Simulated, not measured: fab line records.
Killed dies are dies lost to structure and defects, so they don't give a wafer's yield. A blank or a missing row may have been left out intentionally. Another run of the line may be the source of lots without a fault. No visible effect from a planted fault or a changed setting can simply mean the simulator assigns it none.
Shared-tool check + flow n5Finfet + Lots sampled 8, wafers sampled 24

REASON FOR OPENING
Flagged at N5_SPACER0_INSPECT_04: reading rawDefectCount, on 2 of 8 lots. Wafers without a fault read 129, standard deviation 29.
Rule: flag the lot when none of its wafers has a number, or when each of its wafers that has one lies beyond 4 standard deviations from that mean. The rest of the lots are taken to be sound.

| lot  | measured    | on               | rawDefectCount, wafer by wafer | flag    |
|------|-------------|------------------|--------------------------------|---------|
| L944 | day 3 04:38 | defectInspect-02 | 182 121 122                    |         |
| L945 | day 3 10:56 | defectInspect-01 | 106 96 122                     |         |
| L953 | day 5 08:01 | defectInspect-02 | 854 933 878                    | FLAGGED |
| L956 | day 6 07:23 | defectInspect-02 | 829 850 851                    | FLAGGED |
| L957 | day 6 07:55 | defectInspect-01 | 155 127 109                    |         |
| L960 | day 7 11:49 | defectInspect-02 | 116 113 114                    |         |
| L965 | day 8 06:23 | defectInspect-02 | 100 100 166                    |         |
| L966 | day 8 15:29 | defectInspect-01 | 208 141 138                    |         |
The numbers of the flagged lots are 866 on average: +737 against the usual, or +25 standard deviations.

EACH LOT AND THE TOOL IT RAN ON
Before the reading, the record contains 3 process steps out of a 1938-step route. Cell contents, in order: the tool; ch with the chambers the sampled wafers went through; the start.
| lot  | flag    | N5_DUMMY_GATE_ETCH_32          | N5_DUMMY_GATE_ETCH_44          | N5_SPACER0_ALD_08               |
|------|---------|--------------------------------|--------------------------------|---------------------------------|
| L944 |         | rieSi-04 ch 1,2, day 3 03:02   | rieSi-04 ch 1,2, day 3 03:07   | aldSin-03 ch 1,2,3, day 3 04:28 |
| L945 |         | rieSi-02 ch 1,2, day 3 09:51   | rieSi-02 ch 1,2, day 3 09:56   | aldSin-04 ch 2,3, day 3 10:47   |
| L953 | FLAGGED | rieSi-04 ch 0,2,3, day 5 06:56 | rieSi-04 ch 0,2,3, day 5 07:01 | aldSin-02 ch 2,3, day 5 07:52   |
| L956 | FLAGGED | rieSi-01 ch 0,1,3, day 6 06:04 | rieSi-01 ch 0,1,3, day 6 06:10 | aldSin-02 ch 0,1,3, day 6 07:14 |
| L957 |         | rieSi-02 ch 1,2, day 6 06:11   | rieSi-02 ch 1,2, day 6 06:16   | aldSin-04 ch 2,3, day 6 07:46   |
| L960 |         | rieSi-01 ch 0,1,2, day 7 10:43 | rieSi-01 ch 0,1,2, day 7 10:49 | aldSin-04 ch 0,1,3, day 7 11:39 |
| L965 |         | rieSi-01 ch 0,1,3, day 8 05:17 | rieSi-01 ch 0,1,3, day 8 05:22 | aldSin-03 ch 0,2,3, day 8 06:13 |
| L966 |         | rieSi-01 ch 0,1,2, day 8 14:13 | rieSi-01 ch 0,1,2, day 8 14:18 | aldSin-02 ch 2,3, day 8 15:19   |
These steps, and what they do:
- N5_DUMMY_GATE_ETCH_32: etches SiO2 in CF4, target depth 3.5 nm, time 3.9 s.
- N5_DUMMY_GATE_ETCH_44: etches poly-Si in HBr/O2, stops on SiO2, target depth 127.5 nm.
- N5_SPACER0_ALD_08: deposits SiNx, target thk 2 nm.
- N5_SPACER0_INSPECT_04: inspects for defects (darkfield).

FLAGGED OVER TOTAL, TOOL BY TOOL (the gauges that took the reading come last)
| step                  | tool             | lots run | flagged | share of the flagged lots | sound lots run after its first flagged lot |
|-----------------------|------------------|----------|---------|---------------------------|--------------------------------------------|
| N5_DUMMY_GATE_ETCH_32 | rieSi-01         | 4        | 1       | some                      | 3 (L960,L965,L966)                         |
| N5_DUMMY_GATE_ETCH_32 | rieSi-02         | 2        | 0       | none                      | -                                          |
| N5_DUMMY_GATE_ETCH_32 | rieSi-04         | 2        | 1       | some                      | 0                                          |
| N5_DUMMY_GATE_ETCH_44 | rieSi-01         | 4        | 1       | some                      | 3 (L960,L965,L966)                         |
| N5_DUMMY_GATE_ETCH_44 | rieSi-02         | 2        | 0       | none                      | -                                          |
| N5_DUMMY_GATE_ETCH_44 | rieSi-04         | 2        | 1       | some                      | 0                                          |
| N5_SPACER0_ALD_08     | aldSin-02        | 3        | 2       | all                       | 1 (L966)                                   |
| N5_SPACER0_ALD_08     | aldSin-03        | 2        | 0       | none                      | -                                          |
| N5_SPACER0_ALD_08     | aldSin-04        | 3        | 0       | none                      | -                                          |
| N5_SPACER0_INSPECT_04 | defectInspect-01 | 3        | 0       | none                      | -                                          |
| N5_SPACER0_INSPECT_04 | defectInspect-02 | 5        | 2       | all                       | 2 (L960,L965)                              |

WHAT THE TABLE ALLOWS
Table rows that saw every flagged lot: 2, namely aldSin-02 at N5_SPACER0_ALD_08 and defectInspect-02 at N5_SPACER0_INSPECT_04.
- aldSin-02 at N5_SPACER0_ALD_08: 2 of its 3 lots flagged. Sound lots followed the first flagged one (L966) on it, something a lasting fault affecting the whole tool could not allow.
- defectInspect-02 at N5_SPACER0_INSPECT_04: 2 of its 5 lots flagged. Sound lots followed the first flagged one (L960, L965) on it, something a lasting fault affecting the whole tool could not allow.
None of the table's rows ran every flagged lot and, after the first, no sound lot.

WHAT THE SIMULATOR HAD PUT IN
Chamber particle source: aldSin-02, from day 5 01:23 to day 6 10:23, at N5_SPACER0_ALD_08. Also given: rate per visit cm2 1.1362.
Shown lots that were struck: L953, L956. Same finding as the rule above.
